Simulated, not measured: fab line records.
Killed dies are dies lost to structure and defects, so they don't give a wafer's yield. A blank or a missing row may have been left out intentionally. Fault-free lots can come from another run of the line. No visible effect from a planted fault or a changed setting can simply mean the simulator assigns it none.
Which tool was responsible? | flow nand_harc | 36 wafers from 12 lots sampled at 5 of the route's 1302 steps

## WHAT THE GAUGES READ, wafer by wafer
NHARC_END_SORT_01. Usual: killed_at_array 55, standard deviation 17; killed_at_other 0.9, standard deviation 1.2; killed_at_periphery 3.7, standard deviation 2.5; killed_dies 59, standard deviation 18; killed_open 3.4, standard deviation 1.9; killed_short 2.6, standard deviation 1.6.
lot  | measured     | on        | killed_at_array | killed_at_other | killed_at_periphery | killed_dies | killed_open | killed_short | flag
L610 | day 28 19:03 | prober-01 | 73              | 3               | 7                   | 83          | 1           | 1            |
L612 | day 29 01:13 | prober-01 | 50 326 57       | 0 0 0           | 7 6 12              | 57 332 69   | 4 3 1       | 5 2 2        | OFF
L613 | day 29 06:59 | prober-02 | 313 306 54      | 0 0 1           | 0 4 6               | 313 310 61  | 2 0 4       | 3 1 0        | OFF

## WHICH TOOL RAN EACH LOT (tool, then ch and the chambers of the sampled wafers, then the start)
lot  | NHARC_A_STAIRCASE_ETCH_225                    | NHARC_A_STAIRCASE_TRIM_231                    | NHARC_A_STAIRCASE_ETCH_234                    | NHARC_A_STAIRCASE_ETCH_236
L602 | rie_diel-01 ch 0,1,2, day 16 13:38 or earlier | rie_diel-01 ch 1,2, day 16 13:38 or earlier   | rie_diel-01 ch 0,2,3, day 16 13:38 or earlier | rie_diel-01 ch 1,3, day 16 13:38
L603 | rie_diel-13 ch 1,2, day 16 13:58 or earlier   | rie_diel-07 ch 0,1, day 16 13:58 or earlier   | rie_diel-07 ch 1,2, day 16 13:58 or earlier   | rie_diel-07 ch 0,2, day 16 13:58
L605 | rie_diel-01 ch 0,2,3, day 17 14:32 or earlier | rie_diel-01 ch 0,2,3, day 17 14:32 or earlier | rie_diel-01 ch 0,1,2, day 17 14:32 or earlier | rie_diel-01 ch 0,1,2, day 17 14:32
L606 | rie_diel-13 ch 0,3, day 17 23:53 or earlier   | rie_diel-13 ch 0,2, day 17 23:53 or earlier   | rie_diel-13 ch 0,2,3, day 17 23:53 or earlier | rie_diel-13 ch 0,1,3, day 17 23:53
L607 | rie_diel-13 ch 0,1,2, day 19 01:41 or earlier | rie_diel-01 ch 0,2,3, day 19 01:41 or earlier | rie_diel-01 ch 0,3, day 19 01:41 or earlier   | rie_diel-01 ch 0,1,3, day 19 01:41
L609 | rie_diel-13 ch 1,2, day 19 05:15 or earlier   | rie_diel-01 ch 0,2,3, day 19 05:15 or earlier | rie_diel-01 ch 0,2, day 19 05:15 or earlier   | rie_diel-01 ch 1,2, day 19 05:15
L610 | rie_diel-13 ch 0,2,3, day 20 07:05 or earlier | rie_diel-07 ch 0,1, day 20 07:05 or earlier   | rie_diel-07 ch 0,2, day 20 07:05 or earlier   | rie_diel-07 ch 0,1,2, day 20 07:05
L612 | rie_diel-13 ch 0,2, day 20 09:39 or earlier   | rie_diel-07 ch 1,2,3, day 20 09:39 or earlier | rie_diel-07 ch 0,3, day 20 09:39 or earlier   | rie_diel-07 ch 0,1,2, day 20 09:39
L613 | rie_diel-13 ch 0,3, day 21 04:38 or earlier   | rie_diel-07 ch 1,2, day 21 04:38 or earlier   | rie_diel-07 ch 0,1,2, day 21 04:38 or earlier | rie_diel-07 ch 0,2, day 21 04:38
L620 | rie_diel-07 ch 0,1,2, day 23 22:05 or earlier | rie_diel-07 ch 0,3, day 23 22:05 or earlier   | rie_diel-07 ch 1,2,3, day 23 22:05 or earlier | rie_diel-07 ch 0,1, day 23 22:05
L623 | rie_diel-13 ch 0,2,3, day 25 08:10 or earlier | rie_diel-13 ch 0,2,3, day 25 08:10 or earlier | rie_diel-13 ch 0,2,3, day 25 08:10 or earlier | rie_diel-13 ch 0,2,3, day 25 08:10
L624 | rie_diel-13 ch 0,1,2, day 25 18:29 or earlier | rie_diel-01 ch 0,1,2, day 25 18:29 or earlier | rie_diel-01 ch 0,1,2, day 25 18:29 or earlier | rie_diel-01 ch 0,1,3, day 25 18:29
- NHARC_A_STAIRCASE_ETCH_225: etches the open film in C4F8/O2, target depth 100 nm, time 40.5 s.
- NHARC_A_STAIRCASE_TRIM_231: chemistry O2, time 211.2 s.
- NHARC_A_STAIRCASE_ETCH_234: etches the open film in C4F8/O2, target depth 100 nm, time 40.5 s.
- NHARC_A_STAIRCASE_ETCH_236: etches the open film in C4F8/O2, target depth 100 nm, time 40.5 s.

## WHAT THE TOOLS THEMSELVES READ (means of the sampled wafers that have a number; where no wafer has one, the mark that the record gives instead)
NHARC_A_STAIRCASE_ETCH_225. Usual: oes_product_au 0.945 a.u., standard deviation 0.016; rf_vpp_V 894.5 V, standard deviation 2.5.
lot  | tool        | oes_product_au (a.u.) | rf_vpp_V (V) | flag
L602 | rie_diel-01 | 0.954                 | 894.7        |
L603 | rie_diel-13 | 0.936                 | 892.6        |
L605 | rie_diel-01 | 0.947                 | 894.4        |
L606 | rie_diel-13 | 0.939                 | 894.9        |
L607 | rie_diel-13 | 0.951                 | 893.2        |
L609 | rie_diel-13 | 0.962                 | 892.2        |
L610 | rie_diel-13 | 0.941                 | 894.8        |
L612 | rie_diel-13 | 0.948                 | 895.7        |
L613 | rie_diel-13 | 0.944                 | 895.3        |
L620 | rie_diel-07 | 0.951                 | 897.2        |
L623 | rie_diel-13 | 0.917                 | 894.1        |
L624 | rie_diel-13 | 0.941                 | 893.2        |

NHARC_A_STAIRCASE_TRIM_231. Usual: drypump_motor_current_A 5.7 A, standard deviation 0.51; mfc_ar_sccm 0.013 sccm, standard deviation 0.01; oes_product_au 1.003 a.u., standard deviation 0.015; rf_vpp_V 57.8 V, standard deviation 0.81; showerhead_plenum_p_Torr 3.50 Torr, standard deviation 0.078; throttle_valve_pct 17.036 %, standard deviation 0.0088.
lot  | tool        | drypump_motor_current_A (A) | mfc_ar_sccm (sccm) | oes_product_au (a.u.) | rf_vpp_V (V) | showerhead_plenum_p_Torr (Torr) | throttle_valve_pct (%) | flag
L602 | rie_diel-01 | 5.1                         | 0.022              | 1.007                 | 58.2         | 3.52                            | 17.044                 |
L603 | rie_diel-07 | 6.0                         | 0.009              | 1.014                 | 58.1         | 3.64                            | 17.033                 |
L605 | rie_diel-01 | 5.7                         | 0.007              | 1.017                 | 57.8         | 3.47                            | 17.035                 |
L606 | rie_diel-13 | 5.7                         | 0.026              | 0.986                 | 57.5         | 3.48                            | 17.036                 |
L607 | rie_diel-01 | 5.7                         | 0.007              | 1.004                 | 58.1         | 3.46                            | 17.047                 |
L609 | rie_diel-01 | 5.7                         | 0.007              | 1.008                 | 57.4         | 3.46                            | 17.029                 |
L610 | rie_diel-07 | 5.8                         | 0.005              | 1.005                 | 57.7         | 3.64                            | 17.034                 |
L612 | rie_diel-07 | 5.8                         | 0.010              | 1.002                 | 57.8         | 3.51                            | 17.037                 |
L613 | rie_diel-07 | 6.2                         | 0.005              | 1.008                 | 58.9         | 3.49                            | 17.040                 |
L620 | rie_diel-07 | 5.4                         | 0.005              | 1.002                 | 56.9         | 3.59                            | 17.042                 |
L623 | rie_diel-13 | 5.8                         | 0.025              | 0.989                 | 58.3         | 3.46                            | 17.036                 |
L624 | rie_diel-01 | 5.5                         | 0.014              | 1.004                 | 58.0         | 3.44                            | 17.037                 |

NHARC_A_STAIRCASE_ETCH_234. Usual: oes_product_au 0.949 a.u., standard deviation 0.017; rf_vpp_V 894.8 V, standard deviation 2.9.
lot  | tool        | oes_product_au (a.u.) | rf_vpp_V (V) | flag
L602 | rie_diel-01 | 0.952                 | 894.3        |
L603 | rie_diel-07 | 0.953                 | 894.9        |
L605 | rie_diel-01 | 0.958                 | 894.0        |
L606 | rie_diel-13 | 0.937                 | 895.1        |
L607 | rie_diel-01 | 0.970                 | 892.5        |
L609 | rie_diel-01 | 0.969                 | 892.5        |
L610 | rie_diel-07 | 0.943                 | 898.2        |
L612 | rie_diel-07 | 0.960                 | 897.6        |
L613 | rie_diel-07 | 0.961                 | 896.8        |
L620 | rie_diel-07 | 0.944                 | 894.6        |
L623 | rie_diel-13 | 0.941                 | 893.7        |
L624 | rie_diel-01 | 0.930                 | 892.5        |

NHARC_A_STAIRCASE_ETCH_236. Usual: oes_product_au 0.946 a.u., standard deviation 0.015; rf_vpp_V 894.8 V, standard deviation 2.9.
lot  | tool        | oes_product_au (a.u.) | rf_vpp_V (V) | flag
L602 | rie_diel-01 | 0.931                 | 894.1        |
L603 | rie_diel-07 | 0.948                 | 896.1        |
L605 | rie_diel-01 | 0.960                 | 893.6        |
L606 | rie_diel-13 | 0.957                 | 895.2        |
L607 | rie_diel-01 | 0.954                 | 893.0        |
L609 | rie_diel-01 | 0.931                 | 895.3        |
L610 | rie_diel-07 | 0.946                 | 897.5        |
L612 | rie_diel-07 | 0.998                 | 897.2        | OFF
L613 | rie_diel-07 | 1.036                 | 898.4        | OFF
L620 | rie_diel-07 | 0.951                 | 899.9        |
L623 | rie_diel-13 | 0.930                 | 893.9        |
L624 | rie_diel-01 | 0.953                 | 892.0        |

## THE ANSWER, worked out from the rows above alone
Rule: a lot is off if the mean of its wafers that have a number lies more than 3 standard deviations from the usual mean. Also off: a lot with no number at a reading for which 4 or more lots have one. Where the step has rows for the other lots, those lots are counted as sound. The gauges are gone through in route order, then the tools' own readings, and for those a lot's mean is taken as printed above. The first step at which some lot is off is used, and at that step the reading that is off furthest; a lot without a number counts as furthest.
Off, at NHARC_END_SORT_01 on killed_at_array: L612, L613. Neither off nor sound, because the step has no rows for them: L602, L603, L605, L606, L607, L609, L620, L623, L624.
If a tool, at a process step before that reading, ran all the lots that are off and no sound lot after the first of them, it fits. Not tried: the gauges at NHARC_END_SORT_01; whatever is off there is also off at NHARC_A_STAIRCASE_ETCH_236, on other tools, and gauge error can't account for it. With no start given for some of its lots, NHARC_A_STAIRCASE_ETCH_225 uses the hours and lot order of NHARC_A_STAIRCASE_ETCH_236. With no start given for some of its lots, NHARC_A_STAIRCASE_TRIM_231 uses the hours and lot order of NHARC_A_STAIRCASE_ETCH_236. With no start given for some of its lots, NHARC_A_STAIRCASE_ETCH_234 uses the hours and lot order of NHARC_A_STAIRCASE_ETCH_236. Undecided on this evidence; 2 tools fit (rie_diel-13 at NHARC_A_STAIRCASE_ETCH_225, rie_diel-07 at NHARC_A_STAIRCASE_TRIM_231 and NHARC_A_STAIRCASE_ETCH_234 and NHARC_A_STAIRCASE_ETCH_236).

## WHAT THE SIMULATOR HAD PUT IN
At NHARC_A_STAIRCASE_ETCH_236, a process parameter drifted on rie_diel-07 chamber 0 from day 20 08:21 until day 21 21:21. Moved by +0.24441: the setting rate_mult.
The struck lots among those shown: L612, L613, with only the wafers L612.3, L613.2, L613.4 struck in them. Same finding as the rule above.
